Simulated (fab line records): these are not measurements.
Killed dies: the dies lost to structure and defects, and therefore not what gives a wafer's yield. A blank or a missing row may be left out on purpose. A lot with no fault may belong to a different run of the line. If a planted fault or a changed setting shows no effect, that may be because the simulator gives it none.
fab line records	flow n5_finfet	part 1 of 2: steps 1 to 17 of 22
record lots=5	wafers=15	last_day=17
route steps=1938 shown BEOL_M2@872
lots that met no fault: from a run of the same line without faults
start_h: start of the lot's first displayed wafer, in hours after the record's first day	wait_h: time in hours since the lot's previous step	" as in the row above	L1.1+2: a single row standing in for several wafers	- value missing, or start not given	* or withheld: withheld	< > ~ a bound
route shown NAME@n: a module of which the file shows steps, and the number in the route of the first	usual: mean/standard deviation taken from wafers without a fault	same: alike in all rows	chamber/n: place in a boat	sites: readings site by site	_std_site: the standard deviation of these	_edge_site: mean of outer sites minus mean of inner sites	radius_mm: for every site, how far away it sits from the centre of the wafer	mask NAME#n: copy n	behind: the tool/chamber that last shaped the wafer	hold: why the lot was held/for how many hours/how that ended	device: the transistor (n, p or np) that didn't switch	end of line: at the end of the route, the tests of the same wafers	for a step that has no rows: nothing shown but its recipe	killed: not the wafer's yield, but the dies lost to structure and defects at the first sort	map: the dies of a wafer, with x for killed, . for not killed, _ for no die there
set.NAME: setting as actually run; set.NAME@STEP: the setting as run at that earlier step	model.NAME: the simulator's own value behind a step, which no gauge read
lots seen at some steps along the route; tables by step, rows by wafer
services: from which hour (start_h, from the record's first day; less than 0 if before it) a tool's chamber was out of use, for how many hours, and why
## steps
# step N5_BEOL_M2_SOFTBAKE_23
# recipe temp_c=110	time_s=60	resist=CAR-EUV
# usual exhaust_pa=45.2/0.9
lot.wafer	tool	chamber	start_h	wait_h	exhaust_pa
L076.1	litho_track-02	0	-	-	44.2
L076.2	"	0	"	"	44.9
L076.3	"	0	"	"	44.6
L077.3	litho_track-02	0	-	-	45.5
L077.4	"	0	"	"	45.1
L077.5	"	0	"	"	46.9
L080.2	litho_track-05	0	-	-	45.6
L080.5	"	0	"	"	43.5
L080.6	"	0	"	"	43.7
L084.3	litho_track-02	0	-	-	46.7
L084.5	"	0	"	"	46.1
L084.6	"	0	"	"	45.2
L095.1	litho_track-04	0	-	-	45.5
L095.4	"	0	"	"	43.9
L095.5	"	0	"	"	43.6
# step N5_BEOL_M2_EXPOSE_25
# recipe mask_id=V1	na=0.33	source_shape=quasar	sigma_inner=0.2	sigma_outer=0.8	polarization=unpolarized	defocus_nm=5	dose_mj=63
lot.wafer	tool	chamber	start_h	wait_h	mask
L076.1+2+3	euv_scanner-01	0	151.13	-	V1#0
L077.3+4+5	euv_scanner-01	0	151.48	-	V1#0
L080.2+5+6	euv_scanner-02	0	173.61	-	V1#0
L084.3+5+6	euv_scanner-02	0	187.72	-	V1#0
L095.1+4+5	euv_scanner-02	0	261.17	-	V1#0
# step N5_BEOL_M2_PEB_26
# recipe peb_temp_c=100	peb_time_s=60	resist=CAR-EUV
# usual exhaust_pa=45.1/0.95
lot.wafer	tool	chamber	start_h	wait_h	exhaust_pa
L076.1	litho_track-05	0	151.21	0.1	44.3
L076.2	"	0	"	"	45.4
L076.3	"	0	"	"	46.0
L077.3	litho_track-04	0	151.55	0.1	47.3
L077.4	"	0	"	"	45.4
L077.5	"	0	"	"	44.8
L080.2	litho_track-02	0	173.68	0.1	44.3
L080.5	"	0	"	"	43.1
L080.6	"	0	"	"	43.8
L084.3	litho_track-05	0	187.78	0.1	44.8
L084.5	"	0	"	"	44.8
L084.6	"	0	"	"	45.1
L095.1	litho_track-05	0	261.25	0.1	46.3
L095.4	"	0	"	"	47.2
L095.5	"	0	"	"	47.0
# step N5_BEOL_M2_DEVELOP_27
# recipe develop_time_s=30	developer=TMAH	resist=CAR-EUV	rinse_liquid=surfactant_rinse	dry=air_spin	dev_temp_c=23
# usual exhaust_pa=44.9/0.83
lot.wafer	tool	chamber	start_h	wait_h	exhaust_pa
L076.1	litho_track-05	0	-	-	43.8
L076.2	"	0	"	"	45.5
L076.3	"	0	"	"	45.1
L077.3	litho_track-04	0	-	-	45.2
L077.4	"	0	"	"	45.4
L077.5	"	0	"	"	45.7
L080.2	litho_track-02	0	-	-	46.0
L080.5	"	0	"	"	45.1
L080.6	"	0	"	"	46.0
L084.3	litho_track-05	0	-	-	45.7
L084.5	"	0	"	"	45.4
L084.6	"	0	"	"	45.1
L095.1	litho_track-05	0	-	-	44.5
L095.4	"	0	"	"	44.8
L095.5	"	0	"	"	45.2
# step N5_BEOL_M2_CD_MEAS_28
# recipe target_cd_nm=26.2	landing_energy_ev=500	detector=se_inlens	target_cd_y_nm=24.1	polarity=opening
# usual cd_nm=26.13/0.23
lot.wafer	tool	chamber	start_h	wait_h	cd_nm
L076.1	cd_sem-02	0	151.28	-	26.19
L076.2	"	0	"	"	26.28
L076.3	"	0	"	"	26.28
L077.3	cd_sem-01	0	151.61	-	25.91
L077.4	"	0	"	"	26.10
L077.5	"	0	"	"	26.36
L080.2	cd_sem-03	0	173.75	-	26.24
L080.5	"	0	"	"	25.89
L080.6	"	0	"	"	25.77
L084.3	cd_sem-03	0	187.85	-	26.22
L084.5	"	0	"	"	26.28
L084.6	"	0	"	"	26.21
L095.1	cd_sem-01	0	261.32	-	26.36
L095.4	"	0	"	"	26.31
L095.5	"	0	"	"	26.10
# step N5_BEOL_M2_OVL_MEAS_29
# recipe points_per_wafer=522
# usual V1_OVL=0.2/0.81
lot.wafer	tool	chamber	start_h	wait_h	V1_OVL[nm]
L076.1	overlay-01	0	151.31	0.0	-1.0
L076.2	"	0	"	"	-0.1
L076.3	"	0	"	"	-0.6
L077.3	overlay-02	0	151.65	0.0	-1.2
L077.4	"	0	"	"	1.6
L077.5	"	0	"	"	0.6
L080.2	overlay-01	0	173.82	0.1	0.8
L080.5	"	0	"	"	0.2
L080.6	"	0	"	"	1.8
L084.3	overlay-02	0	187.89	0.0	0.5
L084.5	"	0	"	"	0.7
L084.6	"	0	"	"	2.0
L095.1	overlay-01	0	261.35	0.0	0.6
L095.4	"	0	"	"	1.3
L095.5	"	0	"	"	0.1
# step N5_BEOL_M2_INSPECT_30
# recipe mode=adi	inspect_instrument=brightfield
# usual raw_defect_count=426/110
lot.wafer	tool	chamber	start_h	wait_h	raw_defect_count
L076.1	defect_inspect-02	-	151.37	0.1	396
L076.2	"	-	"	"	391
L076.3	"	-	"	"	363
L077.3	defect_inspect-02	-	151.70	0.0	315
L077.4	"	-	"	"	350
L077.5	"	-	"	"	300
L080.2	defect_inspect-01	-	173.87	0.0	268
L080.5	"	-	"	"	314
L080.6	"	-	"	"	444
L084.3	defect_inspect-02	-	187.93	0.0	753
L084.5	"	-	"	"	507
L084.6	"	-	"	"	576
L095.1	defect_inspect-01	-	261.41	0.1	350
L095.4	"	-	"	"	381
L095.5	"	-	"	"	431
# step N5_BEOL_M2_DESCUM_33
# recipe chemistry=O2	time_s=7	source_power_w=50	bias_power_w=20	pressure_mtorr=20	rf_frequency_hz=2.712e+07	temp_c=40	resist=CAR-EUV	o2_flow_sccm=225
# usual drypump_motor_current_A=5.4/0.42	oes_product_au=0.82/0.091	rf_vpp_V=243.3/1.3	showerhead_plenum_p_Torr=2.10/0.065	temp_c=40.01/0.1	throttle_valve_pct=20.57/0.23
lot.wafer	tool	chamber	start_h	wait_h	drypump_motor_current_A	oes_product_au	rf_hours_counter_h	rf_vpp_V	showerhead_plenum_p_Torr	temp_c	throttle_valve_pct
L076.1	rie_diel-04	2	151.40	0.0	5.7	0.96	9	245.6	2.15	40.16	20.70
L076.2	"	1	"	"	4.7	0.70	222	243.4	2.06	40.01	20.60
L076.3	"	3	"	"	5.4	0.82	78	243.0	2.13	40.02	20.58
L077.3	rie_diel-04	3	151.73	0.0	5.4	0.82	78	243.1	2.13	39.83	20.60
L077.4	"	0	"	"	5.5	0.93	24	244.2	2.13	39.98	20.51
L077.5	"	2	"	"	5.7	0.95	-	243.4	2.15	40.07	20.68
L080.2	rie_diel-02	1	173.91	0.0	5.3	0.91	13	242.3	2.04	40.10	20.15
L080.5	"	3	"	"	4.9	0.75	-	243.9	2.10	40.04	20.50
L080.6	"	0	"	"	5.6	0.75	-	243.8	2.09	40.26	20.79
L084.3	rie_diel-01	2	187.97	0.0	5.6	0.90	29	245.7	2.23	39.85	20.04
L084.5	"	0	"	"	5.9	0.95	-	242.4	2.14	40.06	20.21
L084.6	"	3	"	"	6.2	0.80	-	245.6	2.21	40.00	20.87
L095.1	rie_diel-02	2	261.49	0.1	5.0	0.70	207	244.1	1.99	40.08	20.82
L095.4	"	3	"	"	4.9	0.73	189	242.5	2.09	40.09	20.54
L095.5	"	1	"	"	5.4	0.88	-	243.2	2.04	40.10	20.19
# step N5_BEOL_M2_ETCH_77
# recipe chemistry=N2/H2	target=underlayer	target_depth_a=65	mask_material=CAR-EUV	time_s=5.2	ion_energy_ev=200	pressure_mtorr=30	source_w=840	bias_w=150	n2_flow_sccm=200	h2_flow_sccm=200	ends=cleared
# usual drypump_motor_current_A=5.5/0.42	etch_rf_on_time_s=5.15/0.084	h2_flow_sccm=200.0/0.63	n2_flow_sccm=200.0/0.64	oes_product_au=0.70/0.077	rf_vpp_V=524.2/2.4	showerhead_plenum_p_Torr=2.55/0.077	throttle_valve_pct=17.95/0.26
lot.wafer	tool	chamber	start_h	wait_h	drypump_motor_current_A	etch_rf_on_time_s	h2_flow_sccm	n2_flow_sccm	oes_product_au	rf_hours_counter_h	rf_vpp_V	showerhead_plenum_p_Torr	throttle_valve_pct
L076.1	rie_diel-04	2	151.43	0.0	5.6	5.19	199.5	200.1	0.79	9	525.6	2.61	18.18
L076.2	"	1	"	"	4.7	5.22	200.5	200.0	0.59	222	521.6	2.50	17.93
L076.3	"	3	"	"	5.4	5.13	200.0	200.7	0.70	78	524.8	2.58	17.95
L077.3	rie_diel-04	3	151.77	0.0	5.4	5.12	199.4	200.1	0.72	78	524.8	2.58	17.97
L077.4	"	0	"	"	5.5	5.03	199.4	200.1	0.80	24	524.3	2.59	17.92
L077.5	"	2	"	"	5.7	5.24	199.8	201.3	0.81	-	527.2	2.61	18.18
L080.2	rie_diel-02	1	173.94	0.0	5.4	5.14	199.6	200.1	0.79	13	523.8	2.49	17.45
L080.5	"	3	"	"	4.9	5.19	200.7	199.0	0.64	-	523.3	2.54	17.95
L080.6	"	0	"	"	5.6	5.21	201.0	200.4	0.64	-	523.7	2.52	18.02
L084.3	rie_diel-01	2	188.00	0.0	5.6	5.11	199.3	201.5	0.78	29	529.3	2.70	17.34
L084.5	"	0	"	"	5.9	5.05	200.6	200.2	0.84	-	524.8	2.60	17.60
L084.6	"	3	"	"	6.2	5.08	200.1	200.2	0.70	-	526.7	2.67	18.30
L095.1	rie_diel-02	2	261.52	0.0	5.0	5.34	199.8	200.8	0.59	207	520.5	2.42	18.18
L095.4	"	3	"	"	4.9	5.24	199.8	200.5	0.61	189	524.6	2.53	18.00
L095.5	"	1	"	"	5.3	5.28	199.9	199.8	0.74	-	522.9	2.47	17.51
# step N5_BEOL_M2_ETCH_69
# recipe chemistry=CF4	target=SiARC	target_depth_a=156	mask_material=CAR-EUV	time_s=26	ion_energy_ev=80	pressure_mtorr=40	source_w=545	bias_w=36	Ar_flow_sccm=100	cf4_flow_sccm=100	ends=cleared
# usual drypump_motor_current_A=5.4/0.42	etch_rf_on_time_s=25.8/0.4	oes_product_au=0.70/0.078	rf_vpp_V=184.1/1	showerhead_plenum_p_Torr=2.15/0.058	throttle_valve_pct=15.71/0.22
lot.wafer	tool	chamber	start_h	wait_h	drypump_motor_current_A	etch_rf_on_time_s	oes_product_au	rf_hours_counter_h	rf_vpp_V	showerhead_plenum_p_Torr	throttle_valve_pct
L076.1	rie_diel-04	2	151.45	0.0	5.7	25.9	0.81	9	184.6	2.18	15.72
L076.2	"	1	"	"	4.8	26.5	0.59	222	183.7	2.12	15.90
L076.3	"	3	"	"	5.4	25.8	0.71	78	183.8	2.17	15.65
L077.3	rie_diel-04	3	151.78	0.0	5.4	25.7	0.71	78	183.2	2.17	15.66
L077.4	"	0	"	"	5.5	25.2	0.79	24	185.3	2.19	15.64
L077.5	"	2	"	"	5.6	25.7	0.80	-	184.8	2.18	15.70
L080.2	rie_diel-02	1	173.96	0.0	5.4	26.1	0.78	13	184.1	2.10	15.34
L080.5	"	3	"	"	4.9	26.3	0.63	-	183.4	2.15	15.65
L080.6	"	0	"	"	5.6	26.2	0.64	-	184.2	2.14	15.93
L084.3	rie_diel-01	2	188.02	0.0	5.6	25.7	0.78	29	184.5	2.27	15.15
L084.5	"	0	"	"	5.9	25.3	0.83	-	184.7	2.19	15.39
L084.6	"	3	"	"	6.2	25.4	0.70	-	186.0	2.24	15.90
L095.1	rie_diel-02	2	261.54	0.0	5.0	26.3	0.60	207	182.5	2.04	15.99
L095.4	"	3	"	"	4.9	26.3	0.61	189	183.8	2.13	15.74
L095.5	"	1	"	"	5.4	26.2	0.74	-	184.2	2.09	15.41
# step N5_BEOL_M2_ALD_98
# recipe material=SiO2	target_thk_a=25	temp_c=100	ald_precursor_family=BDEAS	ald_co_reactant=O2-plasma	pulse_time_s=1	co_reactant_pulse_time_s=1	purge_time_s=2	co_reactant_purge_time_s=2	ald_cycles=17	pressure_torr=2
# usual chamber_pressure_Torr=2.000/0.0043	heater_power_w=77/8.3	precursor_pulse_height_rel=1.000/0.02
lot.wafer	tool	chamber	start_h	wait_h	chamber_pressure_Torr	heater_power_w	precursor_pulse_height_rel
L076.1	ald_sin-02	1	151.53	0.1	2.004	60	0.983
L076.2	"	0	"	"	1.996	83	1.017
L076.3	"	3	"	"	2.003	89	1.005
L077.3	ald_sin-02	2	153.09	1.3	2.007	80	0.980
L077.4	"	1	"	"	1.993	61	0.984
L077.5	"	2	"	"	2.008	80	0.976
L080.2	ald_sin-02	2	174.10	0.1	2.002	80	1.003
L080.5	"	3	"	"	2.004	87	0.953
L080.6	"	2	"	"	2.005	78	1.003
L084.3	ald_sin-04	0	188.31	0.3	2.003	91	0.990
L084.5	"	1	"	"	1.994	75	0.994
L084.6	"	0	"	"	2.005	92	0.966
L095.1	ald_sin-04	2	261.62	0.1	2.003	81	0.984
L095.4	"	3	"	"	1.999	65	0.986
L095.5	"	0	"	"	1.999	88	0.953
# step N5_BEOL_M2_ETCHBACK_99
# recipe chemistry=CHF3	target=SiO2	target_depth_a=50	time_s=10.4	source_w=215	bias_w=47	Ar_flow_sccm=200	CHF3_flow_sccm=12	ion_energy_ev=100	pressure_mtorr=30
# usual drypump_motor_current_A=5.6/0.42	oes_ar_750_au=0.83/0.081	oes_product_au=0.83/0.086	rf_vpp_V=242/3	showerhead_plenum_p_Torr=2.17/0.069	throttle_valve_pct=17.13/0.28
lot.wafer	tool	chamber	start_h	wait_h	drypump_motor_current_A	oes_ar_750_au	oes_product_au	rf_hours_counter_h	rf_vpp_V	showerhead_plenum_p_Torr	throttle_valve_pct
L076.1	rie_diel-01	1	152.57	1.0	6.1	0.78	0.79	107	238	2.08	17.29
L076.2	"	2	"	"	5.6	0.93	0.94	17	246	2.28	16.59
L076.3	"	3	"	"	6.2	0.83	0.83	88	242	2.26	17.38
L077.3	rie_diel-04	3	154.28	1.1	5.4	0.83	0.82	79	238	2.18	17.14
L077.4	"	0	"	"	5.5	0.91	0.92	25	246	2.20	17.14
L077.5	"	3	"	"	5.4	0.83	0.83	-	238	2.18	17.14
L080.2	rie_diel-02	2	178.04	3.9	5.0	0.73	0.71	179	237	2.06	17.44
L080.5	"	1	"	"	5.4	0.91	0.92	-	244	2.11	16.83
L080.6	"	0	"	"	5.6	0.74	0.74	-	238	2.15	17.40
L084.3	rie_diel-04	2	192.00	3.6	5.7	0.90	0.91	23	238	2.19	17.20
L084.5	"	2	"	"	5.6	0.89	0.91	-	238	2.19	17.18
L084.6	"	1	"	"	4.7	0.69	0.68	-	242	2.12	17.36
L095.1	rie_diel-01	1	262.44	0.8	6.0	0.75	0.74	148	238	2.06	17.37
L095.4	"	2	"	"	5.6	0.86	0.86	58	245	2.27	16.63
L095.5	"	0	"	"	5.9	0.90	0.91	-	241	2.19	16.89
# step N5_BEOL_M2_ETCH_70
# recipe chemistry=N2/H2	target=SOC	target_depth_a=800	overetch_a=240	mask_material=SiARC	temp_c=40	time_s=130	ion_energy_ev=200	pressure_mtorr=30	source_w=840	bias_w=150	n2_flow_sccm=200	h2_flow_sccm=200
# usual drypump_motor_current_A=5.6/0.42	h2_flow_sccm=199.9/0.63	n2_flow_sccm=200.0/0.62	oes_product_au=0.61/0.059	rf_vpp_V=524.5/2.5	showerhead_plenum_p_Torr=2.56/0.087	temp_c=40.01/0.12	throttle_valve_pct=17.8/0.31
lot.wafer	tool	chamber	start_h	wait_h	drypump_motor_current_A	h2_flow_sccm	n2_flow_sccm	oes_product_au	rf_hours_counter_h	rf_vpp_V	showerhead_plenum_p_Torr	temp_c	throttle_valve_pct
L076.1	rie_diel-01	1	152.60	0.0	6.1	199.8	199.6	0.57	107	521.4	2.45	40.18	18.0
L076.2	"	2	"	"	5.6	199.6	199.0	0.69	17	526.7	2.70	40.11	17.3
L076.3	"	3	"	"	6.2	199.8	200.2	0.61	88	526.3	2.68	39.89	18.2
L077.3	rie_diel-04	3	154.31	0.0	5.4	200.4	200.4	0.60	79	524.2	2.58	40.14	17.9
L077.4	"	0	"	"	5.5	200.2	199.2	0.67	25	525.6	2.59	39.94	17.9
L077.5	"	3	"	"	5.4	199.7	200.0	0.60	-	526.0	2.58	40.09	17.9
L080.2	rie_diel-02	2	178.08	0.0	5.0	200.7	199.5	0.53	179	520.4	2.43	39.73	18.1
L080.5	"	1	"	"	5.3	199.7	200.3	0.67	-	523.1	2.49	39.99	17.4
L080.6	"	0	"	"	5.6	199.4	199.9	0.56	-	521.8	2.52	39.89	18.0
L084.3	rie_diel-04	2	192.04	0.0	5.7	199.6	199.9	0.67	23	524.7	2.61	39.97	18.2
L084.5	"	2	"	"	5.7	199.4	199.9	0.66	-	524.9	2.61	39.89	18.2
L084.6	"	1	"	"	4.8	199.6	200.4	0.50	-	522.5	2.49	39.91	17.9
L095.1	rie_diel-01	1	262.48	0.0	6.1	198.8	199.5	0.55	148	521.6	2.43	40.12	18.1
L095.4	"	2	"	"	5.6	201.0	200.4	0.63	58	526.9	2.69	40.09	17.4
L095.5	"	0	"	"	5.9	201.4	200.7	0.66	-	526.0	2.59	40.08	17.6
# step N5_BEOL_M2_STRIP_71
# recipe chemistry=N2/H2	temp_c=40	n2_flow_sccm=200	h2_flow_sccm=200	rf_frequency_hz=6e+07
lot.wafer	tool	chamber	start_h	wait_h
L076.1+2+3	rie_diel-01	1,2,3	152.69	0.0
L077.3+4+5	rie_diel-04	3,0,3	154.40	0.0
L080.2+5+6	rie_diel-02	2,1,0	178.16	0.0
L084.3+5+6	rie_diel-04	2,2,1	192.12	0.0
L095.1+4+5	rie_diel-01	1,2,0	262.56	0.0
# step N5_BEOL_M2_STRIP_78
# recipe chemistry=N2/H2	temp_c=40	n2_flow_sccm=200	h2_flow_sccm=200	rf_frequency_hz=6e+07
lot.wafer	tool	chamber	start_h	wait_h
L076.1+2+3	rie_diel-01	1,2,3	152.70	0.0
L077.3+4+5	rie_diel-04	3,0,3	154.41	0.0
L080.2+5+6	rie_diel-02	2,1,0	178.17	0.0
L084.3+5+6	rie_diel-04	2,2,1	192.13	0.0
L095.1+4+5	rie_diel-01	1,2,0	262.57	0.0
# step N5_BEOL_M2_VIA_ETCH_34
# recipe chemistry=C4F6/O2	target_depth_a=694	mask_material=SOC	pressure_mtorr=15	ion_energy_ev=250	taper_deg=4	time_s=65.9	source_w=350	bias_w=170	Ar_flow_sccm=300	C4F6_flow_sccm=10	O2_flow_sccm=10
# usual O2_flow_sccm=10.005/0.027	drypump_motor_current_A=5.6/0.43	oes_ar_750_au=0.83/0.08	oes_product_au=0.83/0.086	rf_vpp_V=668/8.1	showerhead_plenum_p_Torr=2.86/0.088	throttle_valve_pct=30.83/0.29
lot.wafer	tool	chamber	start_h	wait_h	O2_flow_sccm	drypump_motor_current_A	oes_ar_750_au	oes_product_au	rf_hours_counter_h	rf_vpp_V	showerhead_plenum_p_Torr	throttle_valve_pct
L076.1	rie_diel-01	1	152.71	0.0	10.033	6.1	0.79	0.78	107	659	2.75	30.97
L076.2	"	2	"	"	10.043	5.6	0.93	0.94	17	682	3.01	30.28
L076.3	"	3	"	"	10.004	6.2	0.83	0.83	88	674	2.98	31.12
L077.3	rie_diel-04	3	154.42	0.0	10.021	5.4	0.82	0.82	79	658	2.88	30.92
L077.4	"	0	"	"	9.980	5.5	0.91	0.93	25	678	2.90	30.93
L077.5	"	3	"	"	9.966	5.4	0.83	0.82	-	659	2.88	30.89
L080.2	rie_diel-02	2	178.18	0.0	9.957	5.0	0.72	0.72	179	656	2.72	31.21
L080.5	"	1	"	"	10.009	5.3	0.91	0.92	-	672	2.79	30.49
L080.6	"	0	"	"	9.985	5.6	0.75	0.75	-	658	2.84	31.04
L084.3	rie_diel-04	2	192.14	0.0	10.026	5.6	0.90	0.90	23	662	2.88	31.00
L084.5	"	2	"	"	10.029	5.6	0.90	0.90	-	663	2.89	31.00
L084.6	"	1	"	"	9.999	4.8	0.69	0.67	-	666	2.80	30.93
L095.1	rie_diel-01	1	262.58	0.0	9.995	6.1	0.75	0.75	149	660	2.73	31.04
L095.4	"	2	"	"	10.002	5.6	0.85	0.87	59	680	2.99	30.31
L095.5	"	0	"	"	10.020	5.9	0.90	0.91	-	667	2.89	30.57
# step N5_BEOL_M2_STRIP_83
# recipe chemistry=C4F6/O2	resist=SiARC	rf_frequency_hz=6e+07
lot.wafer	tool	chamber	start_h	wait_h
L076.1+2+3	rie_diel-01	1,2,3	152.76	0.0
L077.3+4+5	rie_diel-04	3,0,3	154.47	0.0
L080.2+5+6	rie_diel-02	2,1,0	178.23	0.0
L084.3+5+6	rie_diel-04	2,2,1	192.20	0.0
L095.1+4+5	rie_diel-01	1,2,0	262.63	0.0
